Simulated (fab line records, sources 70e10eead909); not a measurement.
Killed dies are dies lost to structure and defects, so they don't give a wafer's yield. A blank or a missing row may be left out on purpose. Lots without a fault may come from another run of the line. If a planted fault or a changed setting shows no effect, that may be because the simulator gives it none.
What tool caused it? :: flow nand-harc :: 10 lots, 30 wafers sampled, at 7 steps of a route of 1159

WHAT THE GAUGES READ, wafer by wafer
NHARC_A_M0_OVL_MEAS_10: pitch 160 nm.
lot: L986
measured: day 18 10:42
on: overlay-01
overlay-x-nm (nm): 0.2 0.4 0.5
overlay-y-nm (nm): -1.3 -1.5 -1.1

lot: L983
measured: day 18 15:19
on: overlay-01
overlay-x-nm (nm): -1.1 -0.8 -1.1
overlay-y-nm (nm): 1.2 1.0 1.5

lot: L987
measured: day 19 00:59
on: overlay-02
overlay-x-nm (nm): -0.3 -0.2 -0.9
overlay-y-nm (nm): 1.5 1.0 1.1

lot: L988
measured: day 19 14:53
on: overlay-01
overlay-x-nm (nm): -1.0 -0.2 -0.5
overlay-y-nm (nm): -1.2 -1.1 -1.0

lot: L990
measured: day 20 00:41
on: overlay-01
overlay-x-nm (nm): 0.1 0.0 -0.6
overlay-y-nm (nm): 1.3 1.0 0.9

lot: L999
measured: day 21 20:20
on: overlay-01
overlay-x-nm (nm): -0.5 -0.7 -0.9
overlay-y-nm (nm): 0.8 1.2 0.8

lot: L100
measured: day 22 11:04
on: overlay-02
overlay-x-nm (nm): -0.3 0.1 -0.3
overlay-y-nm (nm): -0.5 0.3 -0.5

lot: L102
measured: day 22 11:23
on: overlay-01
overlay-x-nm (nm): 0.5 0.3 0.8
overlay-y-nm (nm): 0.4 0.6 0.6

lot: L101
measured: day 22 14:33
on: overlay-02
overlay-x-nm (nm): 0.2 1.0 1.3
overlay-y-nm (nm): -1.1 -1.1 -1.0

lot: L103
measured: day 23 14:01
on: overlay-01
overlay-x-nm (nm): 1.3 0.2 0.3
overlay-y-nm (nm): -0.1 -0.4 -0.2

NHARC_A_M0_THK_MEAS_24: measures by xrf.
lot: L986
measured: day 18 13:07
on: film-metro-02
thk-nm (nm): 115.5 114.5 114.1

lot: L983
measured: day 18 17:45
on: film-metro-01
thk-nm (nm): 116.1 114.6 113.8

lot: L987
measured: day 19 03:27
on: film-metro-01
thk-nm (nm): 29.5 29.4 29.2

lot: L988
measured: day 19 17:32
on: film-metro-02
thk-nm (nm): 28.5 32.2 31.1

lot: L990
measured: day 20 03:06
on: film-metro-01
thk-nm (nm): 114.9 114.9 112.2

lot: L999
measured: day 21 22:46
on: film-metro-02
thk-nm (nm): 115.5 114.0 112.6

lot: L100
measured: day 22 13:38
on: film-metro-01
thk-nm (nm): 112.7 112.7 112.7

lot: L102
measured: day 22 13:56
on: film-metro-01
thk-nm (nm): 112.5 115.3 114.0

lot: L101
measured: day 22 16:58
on: film-metro-01
thk-nm (nm): 113.4 113.6 114.0

lot: L103
measured: day 23 16:26
on: film-metro-01
thk-nm (nm): 114.6 113.6 114.8

NHARC_END_SORT_01.
lot: L986
measured: day 20 09:31
on: prober-02
defect-limited-yield (%): 95.7 94.7 95.7
killed-at-array: 23 32 25
killed-at-other: 0 0 0
killed-at-periphery: 6 4 4
killed-dies: 29 36 29
killed-open: 8 5 3
killed-short: 2 3 2
sort_bin_2_pct (%): 1.5 2.1 0.9
sort_bin_3_pct (%): 0.15 0 0.44
sort_bin_4_pct (%): 2.7 3.2 3.0
sort-n-pass: 648 641 648
sort-rim-yield-pct (%): 95.3 90.6 96.2
sort-yield-pct (%): 95.7 94.7 95.7

lot: L987
measured: day 20 19:17
on: prober-02
defect-limited-yield (%): 0 0 0
killed-at-array: 673 676 676
killed-at-other: 0 0 0
killed-at-periphery: 4 1 1
killed-dies: 677 677 677
killed-open: 6 3 2
killed-short: 1 2 2
sort_bin_2_pct (%): 96.5 97.2 98.2
sort_bin_3_pct (%): 0.15 0 0.44
sort_bin_4_pct (%): 3.4 2.8 1.3
sort-n-pass: 0 0 0
sort-rim-yield-pct (%): 0 0 0
sort-yield-pct (%): 0 0 0

lot: L988
measured: day 21 09:03
on: prober-01
defect-limited-yield (%): 0 0 0
killed-at-array: 676 675 675
killed-at-other: 0 1 1
killed-at-periphery: 1 1 1
killed-dies: 677 677 677
killed-open: 3 0 2
killed-short: 1 1 3
sort_bin_2_pct (%): 97.3 96.6 95.7
sort_bin_3_pct (%): 0.15 0.30 0.30
sort_bin_4_pct (%): 2.5 3.1 4.0
sort-n-pass: 0 0 0
sort-rim-yield-pct (%): 0 0 0
sort-yield-pct (%): 0 0 0

lot: L990
measured: day 21 17:27
on: prober-01
defect-limited-yield (%): 94.5 95.1 95.0
killed-at-array: 30 24 27
killed-at-other: 0 0 0
killed-at-periphery: 7 9 7
killed-dies: 37 33 34
killed-open: 3 5 4
killed-short: 1 2 2
sort_bin_2_pct (%): 2.4 1.5 2.1
sort_bin_3_pct (%): 0.30 0.44 0.30
sort_bin_4_pct (%): 2.8 3.0 2.7
sort-n-pass: 640 644 643
sort-rim-yield-pct (%): 95.3 95.3 93.4
sort-yield-pct (%): 94.5 95.1 95.0

lot: L999
measured: day 23 19:01
on: prober-02
defect-limited-yield (%): 93.6 95.0 95.7
killed-at-array: 34 28 22
killed-at-other: 0 0 0
killed-at-periphery: 9 6 7
killed-dies: 43 34 29
killed-open: 3 4 3
killed-short: 2 3 0
sort_bin_2_pct (%): 0.7 1.8 1.9
sort_bin_3_pct (%): 1.18 0.59 0.15
sort_bin_4_pct (%): 4.4 2.7 2.2
sort-n-pass: 634 643 648
sort-rim-yield-pct (%): 91.5 88.7 93.4
sort-yield-pct (%): 93.6 95.0 95.7

lot: L100
measured: day 24 09:38
on: prober-01
defect-limited-yield (%): 96.2 96.6 96.5
killed-at-array: 22 19 21
killed-at-other: 0 1 0
killed-at-periphery: 4 3 3
killed-dies: 26 23 24
killed-open: 4 7 2
killed-short: 0 1 2
sort_bin_2_pct (%): 1.3 1.2 1.5
sort_bin_3_pct (%): 0.15 0 0
sort_bin_4_pct (%): 2.4 2.2 2.1
sort-n-pass: 651 654 653
sort-rim-yield-pct (%): 97.2 96.2 99.1
sort-yield-pct (%): 96.2 96.6 96.5

lot: L101
measured: day 24 19:04
on: prober-01
defect-limited-yield (%): 95.6 93.9 95.6
killed-at-array: 25 32 28
killed-at-other: 0 0 0
killed-at-periphery: 5 9 2
killed-dies: 30 41 30
killed-open: 4 6 3
killed-short: 2 3 2
sort_bin_2_pct (%): 1.3 1.9 0.9
sort_bin_3_pct (%): 0.30 0.59 0
sort_bin_4_pct (%): 2.8 3.5 3.5
sort-n-pass: 647 636 647
sort-rim-yield-pct (%): 89.6 91.5 96.2
sort-yield-pct (%): 95.6 93.9 95.6

EACH LOT AND THE TOOL THAT RAN IT (in order: tool; ch and the chambers of the sampled wafers; start)
lot: L986
NHARC_A_BLC_CMP_25: cmp-03 ch 0,1,2, day 18 09:22
NHARC_A_M0_PVD_20: pvd-sputter-03, day 18 12:08 or earlier
NHARC_A_M0_ECD_22: ecd-cu-02 ch 0,1, day 18 12:08
NHARC_A_M0_CMP_23: cmp-04 ch 0,1, day 18 12:48

lot: L983
NHARC_A_BLC_CMP_25: cmp-01 ch 0,1,2, day 18 13:43
NHARC_A_M0_PVD_20: pvd-sputter-03, day 18 16:51 or earlier
NHARC_A_M0_ECD_22: ecd-cu-02 ch 0,1, day 18 16:51
NHARC_A_M0_CMP_23: cmp-04 ch 2,3, day 18 17:26

lot: L987
NHARC_A_BLC_CMP_25: cmp-01 ch 0,1,2, day 18 23:01
NHARC_A_M0_PVD_20: pvd-sputter-01, day 19 02:24 or earlier
NHARC_A_M0_ECD_22: ecd-cu-02 ch 0,1, day 19 02:24
NHARC_A_M0_CMP_23: cmp-01 ch 0,1,2, day 19 03:08

lot: L988
NHARC_A_BLC_CMP_25: cmp-02 ch 0,1,2, day 19 13:31
NHARC_A_M0_PVD_20: pvd-sputter-01, day 19 16:27 or earlier
NHARC_A_M0_ECD_22: ecd-cu-02 ch 0,1, day 19 16:27
NHARC_A_M0_CMP_23: cmp-04 ch 0,2, day 19 17:14

lot: L990
NHARC_A_BLC_CMP_25: cmp-02 ch 2,3, day 19 23:12
NHARC_A_M0_PVD_20: pvd-sputter-01, day 20 02:07 or earlier
NHARC_A_M0_ECD_22: ecd-cu-02 ch 0,1, day 20 02:07
NHARC_A_M0_CMP_23: cmp-01 ch 0,1,2, day 20 02:50

lot: L999
NHARC_A_BLC_CMP_25: cmp-01 ch 0,1,3, day 21 18:55
NHARC_A_M0_PVD_20: pvd-sputter-03, day 21 21:47 or earlier
NHARC_A_M0_ECD_22: ecd-cu-02 ch 1, day 21 21:47
NHARC_A_M0_CMP_23: cmp-02 ch 0,1,3, day 21 22:31

lot: L100
NHARC_A_BLC_CMP_25: cmp-03 ch 1,3, day 22 09:48
NHARC_A_M0_PVD_20: pvd-sputter-02, day 22 12:35 or earlier
NHARC_A_M0_ECD_22: ecd-cu-02 ch 0,1, day 22 12:35
NHARC_A_M0_CMP_23: cmp-01 ch 1,2,3, day 22 13:21

lot: L102
NHARC_A_BLC_CMP_25: cmp-01 ch 0,1,3, day 22 09:59
NHARC_A_M0_PVD_20: pvd-sputter-03, day 22 12:46 or earlier
NHARC_A_M0_ECD_22: ecd-cu-01 ch 0,1, day 22 12:46
NHARC_A_M0_CMP_23: cmp-02 ch 0,2,3, day 22 13:38

lot: L101
NHARC_A_BLC_CMP_25: cmp-02 ch 0,3, day 22 13:08
NHARC_A_M0_PVD_20: pvd-sputter-03, day 22 16:01 or earlier
NHARC_A_M0_ECD_22: ecd-cu-01 ch 0,1, day 22 16:01
NHARC_A_M0_CMP_23: cmp-02 ch 1,2, day 22 16:39

lot: L103
NHARC_A_BLC_CMP_25: cmp-01 ch 1,3, day 23 12:37
NHARC_A_M0_PVD_20: pvd-sputter-03, day 23 15:23 or earlier
NHARC_A_M0_ECD_22: ecd-cu-01 ch 0,1, day 23 15:23
NHARC_A_M0_CMP_23: cmp-04 ch 1,3, day 23 16:07
- NHARC_A_BLC_CMP_25: polishes, t overpolish 30 s, target thk 150 nm.
- NHARC_A_M0_PVD_20: deposits TaN, target thk 5 nm, time 8.06 s.
- NHARC_A_M0_ECD_22: material Cu, target thk 400 nm.
- NHARC_A_M0_CMP_23: polishes, t overpolish 20 s, target thk 113.75 nm.

WHAT THE TOOLS THEMSELVES READ (means of the sampled wafers that have a number; where no wafer has one, the mark that the record gives instead)
NHARC_A_BLC_CMP_25.
lot: L986
tool: cmp-03
motor-current-A (A): 13.0
overpolish-run-s (s): 29.994
retaining-ring-pressure-frac: 1.000
time-to-endpoint-s (s): 30.2

lot: L983
tool: cmp-01
motor-current-A (A): 12.6
overpolish-run-s (s): 29.997
retaining-ring-pressure-frac: 1.000
time-to-endpoint-s (s): 27.5

lot: L987
tool: cmp-01
motor-current-A (A): 12.2
overpolish-run-s (s): 29.997
retaining-ring-pressure-frac: 1.003
time-to-endpoint-s (s): 30.0

lot: L988
tool: cmp-02
motor-current-A (A): 11.9
overpolish-run-s (s): 29.999
retaining-ring-pressure-frac: 1.004
time-to-endpoint-s (s): 30.0

lot: L990
tool: cmp-02
motor-current-A (A): 12.3
overpolish-run-s (s): 30.001
retaining-ring-pressure-frac: 0.996
time-to-endpoint-s (s): 28.9

lot: L999
tool: cmp-01
motor-current-A (A): 12.9
overpolish-run-s (s): 29.997
retaining-ring-pressure-frac: 0.995
time-to-endpoint-s (s): 27.3

lot: L100
tool: cmp-03
motor-current-A (A): 13.6
overpolish-run-s (s): 30.003
retaining-ring-pressure-frac: 0.999
time-to-endpoint-s (s): 35.0

lot: L102
tool: cmp-01
motor-current-A (A): 13.2
overpolish-run-s (s): 29.997
retaining-ring-pressure-frac: 1.001
time-to-endpoint-s (s): 31.7

lot: L101
tool: cmp-02
motor-current-A (A): 12.5
overpolish-run-s (s): 30.000
retaining-ring-pressure-frac: 0.999
time-to-endpoint-s (s): 28.5

lot: L103
tool: cmp-01
motor-current-A (A): 12.7
overpolish-run-s (s): 29.997
retaining-ring-pressure-frac: 1.004
time-to-endpoint-s (s): 30.9

NHARC_A_M0_PVD_20.
lot: L986
tool: pvd-sputter-03
bias-v (V): 168.4
chamber-pressure-pa (Pa): 0.11984
throttle-valve-pct (%): 29.0

lot: L983
tool: pvd-sputter-03
bias-v (V): 167.0
chamber-pressure-pa (Pa): 0.11999
throttle-valve-pct (%): 28.9

lot: L987
tool: pvd-sputter-01
bias-v (V): 169.2
chamber-pressure-pa (Pa): 0.11980
throttle-valve-pct (%): 29.8

lot: L988
tool: pvd-sputter-01
bias-v (V): 168.5
chamber-pressure-pa (Pa): 0.12022
throttle-valve-pct (%): 29.8

lot: L990
tool: pvd-sputter-01
bias-v (V): 170.1
chamber-pressure-pa (Pa): 0.11984
throttle-valve-pct (%): 29.3

lot: L999
tool: pvd-sputter-03
bias-v (V): 168.1
chamber-pressure-pa (Pa): 0.11975
throttle-valve-pct (%): 29.4

lot: L100
tool: pvd-sputter-02
bias-v (V): 167.9
chamber-pressure-pa (Pa): 0.12035
throttle-valve-pct (%): 30.7

lot: L102
tool: pvd-sputter-03
bias-v (V): 169.7
chamber-pressure-pa (Pa): 0.11995
throttle-valve-pct (%): 29.2

lot: L101
tool: pvd-sputter-03
bias-v (V): 169.3
chamber-pressure-pa (Pa): 0.11996
throttle-valve-pct (%): 28.3

lot: L103
tool: pvd-sputter-03
bias-v (V): 169.8
chamber-pressure-pa (Pa): 0.11995
throttle-valve-pct (%): 30.1

NHARC_A_M0_ECD_22.
lot: L986
tool: ecd-cu-02
bath-heat-duty-pct (%): 6.4
bath-temp-c (C): 24.93

lot: L983
tool: ecd-cu-02
bath-heat-duty-pct (%): 6.9
bath-temp-c (C): 25.13

lot: L987
tool: ecd-cu-02
bath-heat-duty-pct (%): -
bath-temp-c (C): -

lot: L988
tool: ecd-cu-02
bath-heat-duty-pct (%): -
bath-temp-c (C): -

lot: L990
tool: ecd-cu-02
bath-heat-duty-pct (%): 6.7
bath-temp-c (C): 25.01

lot: L999
tool: ecd-cu-02
bath-heat-duty-pct (%): 6.7
bath-temp-c (C): 25.04

lot: L100
tool: ecd-cu-02
bath-heat-duty-pct (%): 6.4
bath-temp-c (C): 25.05

lot: L102
tool: ecd-cu-01
bath-heat-duty-pct (%): 7.8
bath-temp-c (C): 24.88

lot: L101
tool: ecd-cu-01
bath-heat-duty-pct (%): 7.6
bath-temp-c (C): 24.95

lot: L103
tool: ecd-cu-01
bath-heat-duty-pct (%): 7.1
bath-temp-c (C): 24.99

NHARC_A_M0_CMP_23.
lot: L986
tool: cmp-04
motor-current-A (A): 14.9
retaining-ring-pressure-frac: 1.000
time-to-endpoint-s (s): 28.2

lot: L983
tool: cmp-04
motor-current-A (A): 11.8
retaining-ring-pressure-frac: 0.999
time-to-endpoint-s (s): 26.8

lot: L987
tool: cmp-01
motor-current-A (A): 12.7
retaining-ring-pressure-frac: 0.998
time-to-endpoint-s (s): 1.2

lot: L988
tool: cmp-04
motor-current-A (A): 12.4
retaining-ring-pressure-frac: 1.002
time-to-endpoint-s (s): 1.9

lot: L990
tool: cmp-01
motor-current-A (A): 13.1
retaining-ring-pressure-frac: 0.999
time-to-endpoint-s (s): 25.9

lot: L999
tool: cmp-02
motor-current-A (A): 12.3
retaining-ring-pressure-frac: 0.998
time-to-endpoint-s (s): 30.6

lot: L100
tool: cmp-01
motor-current-A (A): 12.7
retaining-ring-pressure-frac: 0.997
time-to-endpoint-s (s): 31.5

lot: L102
tool: cmp-02
motor-current-A (A): 12.2
retaining-ring-pressure-frac: 0.997
time-to-endpoint-s (s): 26.7

lot: L101
tool: cmp-02
motor-current-A (A): 12.0
retaining-ring-pressure-frac: 1.003
time-to-endpoint-s (s): 27.6

lot: L103
tool: cmp-04
motor-current-A (A): 13.6
retaining-ring-pressure-frac: 1.000
time-to-endpoint-s (s): 30.6

THE ANSWER, worked out from the rows above alone
Rule: usual is defined by the lots themselves. The widest of any qualifying gaps counts: lots, ordered by their means at a reading, are off when they make up no more than a third of the lots, leave a main group of 4 or more, and stand apart from it by 3 or more times the standard deviation of that group's means. A main group is skipped when, at the precision printed for the reading in the tables above, its means are all equal. A lot without any number at a reading at which 4 lots or more have one is off too. The other lots that the step has rows for count as sound. The gauges are gone through in route order, then the tools' own readings, and for those a lot's mean is taken as printed above. At the first step where some lot is off, the reading lying furthest off is the one used; lots without a number count as furthest.
Off: L987, L988, at NHARC_A_M0_THK_MEAS_24 (thk-nm). For the main group the mean is 114.0 nm and the standard deviation 0.62.
A tool fits if, at a process step before that reading, it ran every lot that is off, and no sound lot after the first of them. Not tried: the gauges at NHARC_A_M0_THK_MEAS_24; whatever is off there is also off at NHARC_END_SORT_01, on other tools, and gauge error can't account for it. NHARC_A_M0_PVD_20: start missing for some lots; hours and lot order therefore follow NHARC_A_M0_ECD_22. Not one of the candidates tried fits.

WHAT WAS PUT IN BY THE SIMULATOR
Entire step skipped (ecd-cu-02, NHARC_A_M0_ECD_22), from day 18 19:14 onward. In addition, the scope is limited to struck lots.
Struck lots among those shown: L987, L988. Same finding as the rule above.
